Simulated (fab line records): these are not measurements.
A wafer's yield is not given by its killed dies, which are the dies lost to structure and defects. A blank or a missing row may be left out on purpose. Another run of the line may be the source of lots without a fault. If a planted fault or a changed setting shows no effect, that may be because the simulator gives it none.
fab line records	flow n5-finfet
[record] lots = 5	wafers = 15	last-day = 17
route steps=1938 shown BEOL_M0_SAQP@668 BEOL_M0_CUTY@701 BEOL_M4@1111 PASSIVATION@1936
lots with no fault: from the same line, run without faults
start-h: start of the lot's first displayed wafer, in hours after the record's first day	wait-h: hours since the lot's step before	" repeats the value in the row above	L1.1+2: several wafers, shown together as one row	- no value, or no start given	* or withheld: withheld	< > ~ a bound
route shown NAME@n: a module of which the file shows steps, and the number in the route of the first	usual: average and standard deviation across the fault-free wafers	same: alike in all rows	chamber/n: place in a boat	sites: per-site readings	_std_site: their standard deviation	_edge_site: outer sites' mean less inner sites'	radius-mm: for every site, how far away it sits from the centre of the wafer	mask NAME#n: copy n	behind: the last tool/chamber to shape the wafer	hold: reason for holding the lot/hours on hold/outcome of the hold	device: whichever transistor did not switch (one of n, p or np)	end of line: the same wafers' tests at the end of the route	step lacking rows: just its recipe	killed: count of dies lost to structure and defects at first sort (not the wafer's yield)	map: the dies of a wafer, with x for killed, . for not killed, _ for no die there
set.NAME: setting as actually run; set.NAME@STEP: the setting as run at that earlier step	model.NAME: the simulator's own value behind a step, which no gauge read
lots seen at some steps along the route; tables by step, rows by wafer
services: from which hour (start-h, from the record's first day; less than 0 if before it) a tool's chamber was out of use, for how many hours, and why
[[steps]]
[step N5_BEOL_M0_SAQP_ETCH_102]
[recipe] chemistry = CF4	target = SiO2	target-depth-a = 40	ion-energy-ev = 350	time-s = 4.4	pressure-mtorr = 10	icp-w = 800	bias-w = 400	cf4-flow-sccm = 80
[step N5_BEOL_M0_SAQP_MANDREL_ETCH_103]
[recipe] chemistry = HBr/Cl2	target = a-Si	target-depth-a = 450	bt-time-s = 10	stop-on = SiCN	mask-material = SiO2	over-etch-frac = 0.8	time-s = 27	pressure-mtorr = 10	icp-w = 800	bias-w = 75	HBr_flow_sccm = 150	Cl2_flow_sccm = 80	ends = end-point
[step N5_BEOL_M0_SAQP_RECESS_104]
[recipe] chemistry = HF/NH3	target = SiO2	target-depth-a = 180	afs-cycles = 3	temp-c = 30	sublimation-temp-c = 180	sublimation-time-s = 60
[step N5_BEOL_M0_SAQP_COAT_105]
[recipe] resist = SOC	temp-c = 250	time-s = 60	spin-rpm = 1500	resist-thk-nm = 100
[step N5_BEOL_M0_SAQP_ETCH_106]
[recipe] chemistry = N2/H2	target = SOC	target-depth-a = 1500	stop-on = SiNx	ion-energy-ev = 100	bias-w = 61	pressure-mtorr = 30	source-w = 850	n2-flow-sccm = 200	h2-flow-sccm = 200
[step N5_BEOL_M0_SAQP_ETCH_107]
[recipe] chemistry = CH3F/O2	target = SiNx	target-depth-a = 300	mask-material = SOC	pressure-mtorr = 30	source-w = 395	bias-w = 73	Ar_flow_sccm = 150	CH3F_flow_sccm = 30	O2_flow_sccm = 20	ion-energy-ev = 120
[step N5_BEOL_M0_SAQP_STRIP_108]
[recipe] chemistry = N2/H2	power-w = 500	temp-c = 40	pressure-mtorr = 50	rf-frequency-hz = 6e+07	overash-fraction = 0.3	bias-power-w = 28	h2-frac = 0.5	n2-flow-sccm = 300	h2-flow-sccm = 300
[step N5_BEOL_M0_SAQP_RECESS_109]
[recipe] chemistry = HF/NH3	target = SiO2	target-depth-a = 30	afs-cycles = 1	temp-c = 30	sublimation-temp-c = 180	sublimation-time-s = 60
[step N5_BEOL_M0_SAQP_SPACER2_ALD_26]
[recipe] material = SiO2	target-thk-a = 150	temp-c = 300	ald-precursor-family = BDEAS	ald-co-reactant = O2-plasma	pulse-time-s = 1	purge-time-s = 2	co-reactant-purge-time-s = 2	pressure-torr = 2
[step N5_BEOL_M0_SAQP_SPACER2_ETCHBACK_27]
[recipe] chemistry = CHF3/O2	mode = anisotropic-etchback	target = SiO2	target-depth-a = 225	time-s = 11.25	pressure-mtorr = 30	source-w = 650	bias-w = 170	Ar_flow_sccm = 200	CHF3_flow_sccm = 50	O2_flow_sccm = 5	ion-energy-ev = 200
[step N5_BEOL_M0_SAQP_MANDREL2_REMOVE_110]
[recipe] chemistry = HBr/Cl2/O2	bt-time-s = 10	target = a-Si	stop-on = SiCN	endpoint = OES-SiCl	over-etch-frac = 1	icp-w = 600	bias-w = 30	HBr_flow_sccm = 150	Cl2_flow_sccm = 80	O2_flow_sccm = 5	pressure-mtorr = 10
[step N5_BEOL_M0_SAQP_COAT_69]
[recipe] resist = SOC	temp-c = 250	time-s = 60	spin-rpm = 1500	resist-thk-nm = 90
[usual] resist-line-temp-C = 22.99/0.098	spin-speed-rpm = 1500.0/1
lot.wafer	tool	chamber	start-h	wait-h	resist-line-temp-C	spin-speed-rpm	model.SOC_of_BEOL_M0_SAQP_COAT_69.thk-nm
L183.1	litho-track-04	0	114.80	0.0	23.19	1499.7	90
L183.5	"	0	"	"	23.16	1499.9	90
L183.6	"	0	"	"	23.04	1500.7	90.2
L197.3	litho-track-04	0	200.52	0.0	22.94	1563.5	88.2
L197.4	"	0	"	"	23.01	1563.3	88
L197.5	"	0	"	"	22.99	1563.7	88.2
L198.1	litho-track-04	0	205.44	0.0	23.15	1563.7	88
L198.2	"	0	"	"	23.04	1563.0	88
L198.6	"	0	"	"	22.98	1563.1	87.6
L200.3	litho-track-04	0	217.52	0.0	22.94	1562.0	87.8
L200.4	"	0	"	"	23.03	1562.7	88
L200.6	"	0	"	"	22.98	1562.4	87.8
L202.3	litho-track-02	0	225.53	0.0	23.10	1499.7	90
L202.5	"	0	"	"	23.03	1499.3	89.6
L202.6	"	0	"	"	23.07	1500.5	90
[step N5_BEOL_M0_SAQP_COAT_72]
[recipe] resist = SiARC	temp-c = 220	time-s = 60	spin-rpm = 1500	resist-thk-nm = 15
[step N5_BEOL_M0_SAQP_COAT_87]
[recipe] resist = underlayer	temp-c = 205	time-s = 60	spin-rpm = 1500	resist-thk-nm = 5
[step N5_BEOL_M0_SAQP_COAT_34]
[recipe] resist = CAR-EUV	spin-rpm = 1500	resist-thk-nm = 30
[step N5_BEOL_M0_SAQP_EBR_36]
[recipe] solvent = PGMEA	ebr-width-mm = 1.5
[step N5_BEOL_M0_SAQP_SOFTBAKE_35]
[recipe] temp-c = 110	time-s = 60	resist = CAR-EUV
[step N5_BEOL_M0_SAQP_EXPOSE_37]
[recipe] mask-id = M0_CUT1	na = 0.33	source-shape = annular	sigma-inner = 0.35	sigma-outer = 0.8	polarization = unpolarized	target-cd-nm = 30	dose-mj = 44.75
[step N5_BEOL_M0_SAQP_PEB_38]
[recipe] peb-temp-c = 100	peb-time-s = 60	resist = CAR-EUV
[step N5_BEOL_M0_SAQP_DEVELOP_39]
[recipe] develop-time-s = 30	developer = TMAH	resist = CAR-EUV	rinse-liquid = surfactant-rinse	dry = air-spin	dev-temp-c = 23
[step N5_BEOL_M0_SAQP_DESCUM_45]
[recipe] chemistry = O2	time-s = 7	source-power-w = 50	bias-power-w = 20	pressure-mtorr = 20	rf-frequency-hz = 2.712e+07	temp-c = 40	resist = CAR-EUV	o2-flow-sccm = 225
[step N5_BEOL_M0_SAQP_ETCH_88]
[recipe] chemistry = N2/H2	target = underlayer	target-depth-a = 65	time-s = 5.2	ion-energy-ev = 200	mask-material = CAR-EUV	pressure-mtorr = 30	source-w = 840	bias-w = 150	n2-flow-sccm = 200	h2-flow-sccm = 200	ends = cleared
[step N5_BEOL_M0_SAQP_ETCH_73]
[recipe] chemistry = CF4	target = SiARC	target-depth-a = 195	mask-material = CAR-EUV	time-s = 32.5	ion-energy-ev = 80	pressure-mtorr = 40	source-w = 545	bias-w = 36	Ar_flow_sccm = 100	cf4-flow-sccm = 100	ends = cleared
[step N5_BEOL_M0_SAQP_CUT_ETCH_46]
[recipe] chemistry = N2/H2	target = SOC	target-depth-a = 1350	overetch-a = 270	temp-c = 40	time-s = 202.5	ion-energy-ev = 200	mask-material = SiARC	pressure-mtorr = 30	source-w = 840	bias-w = 150	n2-flow-sccm = 200	h2-flow-sccm = 200
[step N5_BEOL_M0_SAQP_STRIP_74]
[recipe] chemistry = N2/H2	temp-c = 40	n2-flow-sccm = 200	h2-flow-sccm = 200	rf-frequency-hz = 6e+07
[step N5_BEOL_M0_SAQP_STRIP_89]
[recipe] chemistry = N2/H2	temp-c = 40	n2-flow-sccm = 200	h2-flow-sccm = 200	rf-frequency-hz = 6e+07
[step N5_BEOL_M0_SAQP_ALD_48]
[recipe] material = SiO2	target-thk-a = 200	temp-c = 100	ald-precursor-family = BDEAS	ald-co-reactant = O2-plasma	pulse-time-s = 1	co-reactant-pulse-time-s = 1	purge-time-s = 2	co-reactant-purge-time-s = 2	ald-cycles = 139	pressure-torr = 2
[step N5_BEOL_M0_SAQP_ETCH_49]
[recipe] chemistry = CF4/O2	target-depth-a = 370	target = SiO2	pressure-mtorr = 40	source-w = 535	bias-w = 49	Ar_flow_sccm = 100	cf4-flow-sccm = 100	O2_flow_sccm = 10	ion-energy-ev = 100
[usual] bias-w = 49.01/0.17	drypump-motor-current-A = 5.7/0.4	oes-product-au = 0.82/0.075	rf-vpp-V = 240/5.1	showerhead-plenum-p-Torr = 2.23/0.078	throttle-valve-pct = 15.81/0.17
lot.wafer	tool	chamber	start-h	wait-h	bias-w	drypump-motor-current-A	oes-product-au	rf-hours-counter-h	rf-vpp-V	showerhead-plenum-p-Torr	throttle-valve-pct	model.SOC_of_BEOL_M0_SAQP_COAT_69.thk-nm
L183.1	rie-diel-05	1	117.19	0.3	48.98	6.1	0.81	89	240	2.16	15.93	70.8
L183.5	"	1	"	"	48.71	6.1	0.81	-	239	2.16	15.92	70.4
L183.6	"	0	"	"	48.99	5.9	0.68	-	245	2.26	16.16	71
L197.3	rie-diel-01	2	201.88	0.4	49.02	5.2	0.80	110	236	2.14	15.93	69
L197.4	"	2	"	"	49.06	5.1	0.80	-	236	2.14	15.95	68.6
L197.5	"	1	"	"	48.99	6.3	0.83	-	235	2.16	15.59	68.8
L198.1	rie-diel-04	2	207.68	0.3	48.89	5.6	0.90	22	245	2.35	15.54	68
L198.2	"	3	"	"	49.26	5.7	0.94	6	242	2.34	15.58	68
L198.6	"	1	"	"	48.82	5.8	0.84	-	243	2.33	15.85	68.4
L200.3	rie-diel-01	3	218.85	0.3	48.76	6.0	0.77	163	239	2.21	15.82	68.4
L200.4	"	3	"	"	48.64	6.0	0.77	-	239	2.21	15.83	68.4
L200.6	"	1	"	"	48.91	6.4	0.82	-	234	2.16	15.62	68.2
L202.3	rie-diel-04	0	226.73	0.3	49.38	5.1	0.74	171	234	2.20	15.80	70.4
L202.5	"	1	"	"	48.84	5.8	0.84	-	242	2.33	15.86	70.2
L202.6	"	2	"	"	48.96	5.6	0.89	-	248	2.34	15.56	70.2
[step N5_BEOL_M0_SAQP_STRIP_75]
[recipe] chemistry = CF4	resist = SiARC	power-w = 300	bias-power-w = 75	pressure-mtorr = 50	cf4-flow-sccm = 150	rf-frequency-hz = 6e+07
[step N5_BEOL_M0_CUTY_COAT_50]
[recipe] resist = SiARC	temp-c = 220	time-s = 60	spin-rpm = 1500	resist-thk-nm = 15
[step N5_BEOL_M0_CUTY_COAT_51]
[recipe] resist = CAR-ArF-block	spin-rpm = 1500	resist-thk-nm = 150
[step N5_BEOL_M0_CUTY_EBR_52]
[recipe] solvent = PGMEA	ebr-width-mm = 1.5
[step N5_BEOL_M0_CUTY_SOFTBAKE_53]
[recipe] temp-c = 110	time-s = 60	resist = CAR-ArF-block
[step N5_BEOL_M0_CUTY_EXPOSE_54]
[recipe] mask-id = M0_ABLK	na = 1.35	source-shape = conventional	sigma-outer = 0.8	polarization = unpolarized	dose-mj = 36
[step N5_BEOL_M0_CUTY_PEB_55]
[recipe] peb-temp-c = 110	peb-time-s = 60	resist = CAR-ArF-block
[step N5_BEOL_M0_CUTY_DEVELOP_56]
[recipe] develop-time-s = 30	developer = TMAH	resist = CAR-ArF-block	rinse-liquid = diw	dry = air-spin	dev-temp-c = 23
[step N5_BEOL_M0_CUTY_ETCH_63]
[recipe] chemistry = N2/H2	target = SOC	target-depth-a = 827	overetch-a = 165	mask-material = SiARC	temp-c = 40	ion-energy-ev = 200	time-s = 124	pressure-mtorr = 30	source-w = 840	bias-w = 150	n2-flow-sccm = 200	h2-flow-sccm = 200
[usual] bias-w = 150.0/0.48	drypump-motor-current-A = 5.66/0.29	n2-flow-sccm = 200.0/0.65	oes-product-au = 0.60/0.047	rf-vpp-V = 523.9/2.3	showerhead-plenum-p-Torr = 2.55/0.081	throttle-valve-pct = 17.94/0.22
lot.wafer	tool	chamber	start-h	wait-h	bias-w	drypump-motor-current-A	n2-flow-sccm	oes-product-au	rf-hours-counter-h	rf-vpp-V	showerhead-plenum-p-Torr	throttle-valve-pct	model.etch.depth-nm
L183.1	rie-diel-03	2	118.32	0.0	149.8	6.14	200.4	0.59	202	523.6	2.52	17.77	70.72
L183.5	"	3	"	"	150.0	5.92	199.5	0.74	-	529.0	2.70	17.72	70.46
L183.6	"	2	"	"	149.6	6.13	199.9	0.59	-	523.9	2.52	17.79	71.09
L197.3	rie-diel-06	1	202.48	0.0	150.1	5.44	199.8	0.59	215	523.8	2.52	18.21	68.92
L197.4	"	3	"	"	150.5	5.25	199.0	0.59	177	520.4	2.42	17.61	68.63
L197.5	"	2	"	"	150.3	6.24	199.9	0.78	-	528.4	2.72	17.55	68.73
L198.1	rie-diel-02	2	208.37	0.0	149.5	5.40	200.3	0.57	236	523.5	2.51	17.83	68.08
L198.2	"	3	"	"	149.8	5.57	199.5	0.58	218	522.9	2.51	18.25	67.94
L198.6	"	1	"	"	150.3	5.87	200.3	0.58	-	525.0	2.62	18.16	68.32
L200.3	rie-diel-06	0	219.67	0.0	150.5	5.81	199.2	0.58	192	525.6	2.64	18.03	68.38
L200.4	"	1	"	"	150.1	5.47	200.1	0.59	220	522.6	2.52	18.21	68.49
L200.6	"	2	"	"	150.3	6.28	200.7	0.76	-	527.9	2.72	17.56	68.15
L202.3	rie-diel-03	1	227.27	0.0	150.0	5.29	200.0	0.56	209	525.5	2.62	17.92	70.47
L202.5	"	0	"	"	150.7	5.57	200.8	0.61	-	519.5	2.45	18.10	70.22
L202.6	"	2	"	"	150.4	6.13	199.8	0.57	-	523.8	2.50	17.86	70.12
[step N5_BEOL_M4_RC_MEAS_101]
[usual] DIBL_N = 36.5/1.7	DIBL_P = 36.3/2.1	IOFF_N = 0.16/0.036	IOFF_P = 0.21/0.037	ION_N = 676/12	ION_P = 462/7.6	SS_N = 71.5/0.68	SS_P = 73.3/0.63	VT_N = 249/3.5	VT_P = -250/3.5
lot.wafer	tool	chamber	start-h	wait-h	DIBL_N[mV/V]	DIBL_P[mV/V]	IOFF_N[nA/um]	IOFF_P[nA/um]	ION_N[uA/um]	ION_P[uA/um]	SS_N[mV/dec]	SS_P[mV/dec]	VT_N[mV]	VT_P[mV]
L183.1	prober-02	0	183.97	0.0	37.3	36.8	0.18	0.22	674	463	71.2	73.4	249	-248
L183.5	"	0	"	"	36.3	35.5	0.16	0.21	677	464	71.3	72.6	248	-249
L183.6	"	0	"	"	39.0	38.2	0.21	0.24	685	459	71.9	74.2	246	-249
L198.1	prober-01	0	259.59	0.0	35.5	34.1	0.14	0.18	656	450	72.2	73.3	255	-254
L198.2	"	0	"	"	35.2	35.7	0.14	0.20	666	456	71.6	73.6	251	-252
L198.6	"	0	"	"	35.7	35.6	0.15	0.20	675	455	72.1	73.5	249	-250
L197.3	prober-02	0	264.86	0.3	34.2	33.4	0.12	0.17	672	452	71.2	72.9	253	-256
L197.4	"	0	"	"	32.4	32.4	0.10	0.16	642	452	70.6	72.3	258	-253
L197.5	"	0	"	"	32.5	32.3	0.10	0.16	668	457	70.8	72.6	256	-253
L200.3	prober-02	0	282.47	0.3	39.6	41.4	0.28	0.32	696	475	73.6	74.2	243	-245
L200.4	"	0	"	"	36.1	36.9	0.17	0.21	681	464	72.4	74.3	248	-252
L200.6	"	0	"	"	35.7	37.0	0.18	0.23	688	469	71.5	73.4	248	-249
L202.3	prober-02	0	289.36	0.3	37.2	38.4	0.17	0.23	685	472	71.2	73.4	249	-250
L202.5	"	0	"	"	39.6	40.0	0.21	0.26	688	466	71.6	74.5	246	-250
L202.6	"	0	"	"	35.2	35.2	0.12	0.18	668	465	71.9	73.1	255	-251
[step N5_PASSIVATION_PROBE_49]
[usual] defect-limited-yield = 91.4/1.5	killed_at_M0_to_M3 = 34/12	killed_at_M4_up = 12/4.9	killed-at-contacts = 13/7.2	killed-at-front-end = 39/12	killed-at-other = 3.7/2.9	killed-dies = 101/18	killed-open = 67/14	killed-short = 33/7.2	sort_bin_4_leakage = 0.00/0.022	sort_bin_5_function = 5.1/0.97	sort_bin_6_memory = 3.2/0.67	sort-n-pass = 1079/17	sort-yield-pct = 91.4/1.5
[same] gross-dies = 1180	killed-at-back-side = 0	sort_bin_8_speed[%] = 0
lot.wafer	tool	chamber	start-h	wait-h	defect-limited-yield[%]	killed_at_M0_to_M3	killed_at_M4_up	killed-at-contacts	killed-at-front-end	killed-at-other	killed-dies	killed-open	killed-short	sort_bin_4_leakage[%]	sort_bin_5_function[%]	sort_bin_6_memory[%]	sort-n-pass	sort-yield-pct[%]
L183.1	prober-02	-	283.79	0.0	92.1	27	10	2	48	6	93	63	29	0	4.7	2.9	1087	92.1
L183.5	prober-02	-	283.99	0.2	91.9	17	5	8	56	9	95	65	29	0	4.0	3.8	1085	91.9
L183.6	prober-02	-	284.04	0.3	93.1	18	4	9	47	4	82	50	31	0	3.9	2.7	1098	93.1
L198.1	prober-02	-	367.31	0.0	91.3	28	20	16	37	2	103	74	29	0	5.8	2.6	1077	91.3
L198.2	prober-02	-	367.36	0.1	91.5	36	19	11	32	2	100	60	39	0	5.0	2.9	1080	91.5
L198.6	prober-02	-	367.56	0.3	91.0	26	22	18	37	3	106	70	35	0	5.9	2.8	1074	91.0
L197.3	prober-01	-	373.81	0.1	90.2	28	6	6	73	3	116	76	40	0	4.9	4.6	1064	90.2
L197.4	prober-01	-	373.86	0.2	90.6	33	23	8	44	3	111	75	36	0	4.9	4.2	1069	90.6
L197.5	prober-01	-	373.91	0.2	90.3	38	16	13	43	4	114	70	44	0	5.7	3.6	1066	90.3
L202.3	prober-01	-	393.26	0.1	93.7	25	12	11	25	1	74	44	26	0	3.8	2.4	1106	93.7
L202.5	prober-01	-	393.36	0.2	90.8	31	15	6	51	5	108	72	36	0	5.4	3.6	1072	90.8
L202.6	prober-01	-	393.41	0.3	93.4	29	8	7	29	5	78	49	27	0	3.8	2.7	1102	93.4
L200.3	prober-02	-	398.09	0.7	91.7	24	16	20	34	4	98	65	33	0.25	5.2	3.1	1079	91.4
L200.4	prober-02	-	398.14	0.7	92.4	22	22	13	24	9	90	60	28	0	4.2	2.9	1090	92.4
L200.6	prober-02	-	398.24	0.8	92.0	38	11	13	27	5	94	53	40	0	4.2	3.3	1086	92.0
// killed by level:class
L183.1 FIN_SAQP:geometric-particle:short=12 BEOL_M3:geometric-particle:open=9 FIN_SAQP:geometric-particle:open=8 BEOL_M2:geometric-particle:open=8 STI_FIN_REVEAL:geometric-particle:open=7 BEOL_M8:geometric-particle:open=5 STI_FIN_REVEAL:geometric-particle:short=5 DUMMY_GATE:geometric-particle:open=5
L183.5 FIN_SAQP:geometric-particle:open=17 STI_FIN_REVEAL:geometric-particle:open=12 MOL_CONTACT_COAG:geometric-particle:open=6 BEOL_M0_SAQP:geometric-particle:short=6 FIN_SAQP:geometric-particle:short=5 BEOL_M0_SAQP:geometric-particle:open=5 PAD_METAL:geometric-particle:open=5 DUMMY_GATE:geometric-particle:open=4
L183.6 FIN_SAQP:geometric-particle:short=9 FIN_SAQP:geometric-particle:open=9 BEOL_M0_SAQP:geometric-particle:short=8 MOL_CONTACT_COAG:geometric-particle:open=7 STI_FIN_REVEAL:geometric-particle:open=6 GATE_CUT:geometric-particle:short=5 GATE_CUT:geometric-particle:open=5 DUMMY_GATE:geometric-particle:open=4
L198.1 MOL_CONTACT_COAG:geometric-particle:open=13 BEOL_M4:geometric-particle:open=11 BEOL_M3:geometric-particle:open=8 BEOL_M2:geometric-particle:open=7 FIN_SAQP:geometric-particle:open=6 STI_FIN_REVEAL:geometric-particle:open=5 FIN_SAQP:geometric-particle:short=4 ILD0:geometric-particle:open=4
L198.2 BEOL_M2:geometric-particle:open=11 BEOL_M0_SAQP:geometric-particle:short=7 STI_FIN_REVEAL:geometric-particle:open=6 MOL_CONTACT_COAG:geometric-particle:open=6 BEOL_M0_SAQP:geometric-particle:open=6 BEOL_M4:geometric-particle:open=6 MOL_CONTACT_COAG:geometric-particle:short=5 FIN_SAQP:geometric-particle:short=4
L198.6 MOL_CONTACT_COAG:geometric-particle:open=14 BEOL_M4:geometric-particle:open=13 DUMMY_GATE:geometric-particle:open=8 FIN_SAQP:geometric-particle:open=7 BEOL_M0_SAQP:geometric-particle:short=7 BEOL_M2:geometric-particle:open=7 FIN_SAQP:geometric-particle:short=6 GATE_CUT:geometric-particle:short=5
L197.3 FIN_SAQP:geometric-particle:short=25 FIN_SAQP:geometric-particle:open=19 BEOL_M2:geometric-particle:open=11 STI_FIN_REVEAL:geometric-particle:open=8 MOL_CONTACT_COAG:geometric-particle:open=6 GATE_CUT:geometric-particle:open=6 GATE_CUT:geometric-particle:short=5 BEOL_M4:geometric-particle:open=5
L197.4 BEOL_M2:geometric-particle:open=16 BEOL_M4:geometric-particle:open=15 FIN_SAQP:geometric-particle:open=12 FIN_SAQP:geometric-particle:short=8 MOL_CONTACT_COAG:geometric-particle:open=7 GATE_CUT:geometric-particle:short=6 BEOL_M0_SAQP:geometric-particle:open=6 GATE_CUT:geometric-particle:open=5
L197.5 BEOL_M4:geometric-particle:open=10 FIN_SAQP:geometric-particle:short=9 MOL_CONTACT_COAG:geometric-particle:open=9 FIN_SAQP:geometric-particle:open=8 BEOL_M2:geometric-particle:open=8 DUMMY_GATE:geometric-particle:open=7 BEOL_M0_SAQP:geometric-particle:open=7 BEOL_M0_SAQP:geometric-particle:short=7
L202.3 MOL_CONTACT_COAG:geometric-particle:open=9 BEOL_M1:geometric-particle:open=6 BEOL_M0_SAQP:geometric-particle:open=5 BEOL_M4:geometric-particle:open=5 STI_FIN_REVEAL:geometric-particle:open=4 ILD0:geometric-particle:short=4 GATE_CUT:geometric-particle:short=4 BEOL_M0_SAQP:geometric-particle:short=4
L202.5 BEOL_M3:geometric-particle:open=11 BEOL_M4:geometric-particle:open=10 FIN_SAQP:geometric-particle:short=9 STI_FIN_REVEAL:geometric-particle:open=8 FIN_SAQP:geometric-particle:open=6 STARTING-WAFER:geometric-particle:open=5 ILD0:geometric-particle:short=4 MOL_CONTACT_COAG:geometric-particle:open=4
L202.6 BEOL_M1:geometric-particle:open=9 MOL_CONTACT_COAG:geometric-particle:open=7 BEOL_M2:geometric-particle:open=6 FIN_SAQP:geometric-particle:open=5 STI_FIN_REVEAL:geometric-particle:open=5 BEOL_M1:geometric-particle:short=5 FIN_SAQP:geometric-particle:short=3 ILD0:geometric-particle:short=3
L200.3 MOL_CONTACT_COAG:geometric-particle:open=14 GATE_CUT:geometric-particle:open=8 FIN_SAQP:geometric-particle:open=7 GATE_CUT:geometric-particle:short=7 BEOL_M4:geometric-particle:open=7 FIN_SAQP:geometric-particle:short=6 MOL_CONTACT_COAG:geometric-particle:short=6 BEOL_M0_SAQP:geometric-particle:open=5
L200.4 BEOL_M4:geometric-particle:open=14 MOL_CONTACT_COAG:geometric-particle:open=9 BEOL_M2:geometric-particle:open=7 PASS1_CAP:geometric-particle:short=6 STI_FIN_REVEAL:geometric-particle:open=4 MOL_CONTACT_COAG:geometric-particle:short=4 BEOL_M1:geometric-particle:open=4 BEOL_M3:geometric-particle:open=4
L200.6 BEOL_M0_SAQP:geometric-particle:open=10 MOL_CONTACT_COAG:geometric-particle:open=9 BEOL_M0_SAQP:geometric-particle:short=9 BEOL_M2:geometric-particle:short=6 BEOL_M1:geometric-particle:open=5 STI_FIN_REVEAL:geometric-particle:open=4 MOL_CONTACT_COAG:geometric-particle:short=4 BEOL_M3:geometric-particle:open=4
[[services]]
tool	chamber	start-h	hours	kind
rie-diel-01	-	98.51	2.8	pm
rie-diel-01	3	111.79	13.2	repair
rie-diel-06	3	119.33	22.6	repair
rie-diel-04	2	120.94	-	clean
rie-diel-04	2	120.94	-	consumable-replace:focus-ring
rie-diel-04	2	120.94	-	consumable-replace:showerhead
rie-diel-04	2	120.94	23.6	scheduled-down
rie-diel-04	2	120.94	23.6	vent-cycle
rie-diel-01	0	123.46	131.8	repair
rie-diel-05	1	126.84	5.4	repair
rie-diel-02	1	146.47	3.9	repair
rie-diel-01	3	154.67	14.1	repair
rie-diel-06	2	165.55	-	clean
rie-diel-06	2	165.55	-	consumable-replace:focus-ring
rie-diel-06	2	165.55	-	consumable-replace:showerhead
rie-diel-06	2	165.55	25.6	scheduled-down
rie-diel-06	2	165.55	25.6	vent-cycle
litho-track-04	-	168.40	-	consumable-replace:filter
rie-diel-02	3	185.18	6.4	repair
litho-track-04	-	199.28	-	consumable-replace:filter
rie-diel-04	0	202.29	6.5	repair
rie-diel-05	2	205.97	1.6	repair
rie-diel-05	-	216.89	0.8	repair
rie-diel-03	3	225.89	3.9	repair
[[key]]
[first-sign] step = N5_BEOL_M0_SAQP_COAT_69	reading = spin-speed-rpm	direction = up	sigmas = 63	usual = *	struck = *
effect none on later readings
[model-effect] step = N5_BEOL_M0_SAQP_COAT_69	value = SOC_of_BEOL_M0_SAQP_COAT_69.thk-nm	without = 89.8	struck = 87.96
[model-effect] step = N5_BEOL_M0_SAQP_ETCH_49	value = SOC_of_BEOL_M0_SAQP_COAT_69.thk-nm	without = 70.24	struck = 68.42
[model-effect] step = N5_BEOL_M0_CUTY_ETCH_63	value = etch.depth-nm	without = 70.23	struck = 68.4
met-at N5_BEOL_M0_SAQP_COAT_69
struck-wafers L197.3,L197.4,L197.5,L198.1,L198.2,L198.6,L200.3,L200.4,L200.6
onset-between 114.80 200.52
[fault] kind = process-parameter-drift	tool = litho-track-04	chamber = -	onset-h = 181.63	steps = N5_BEOL_M0_SAQP_COAT_69	channel = spin-rpm	offset = *	shape = step	end-h = 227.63	acts-in = *	stated = *
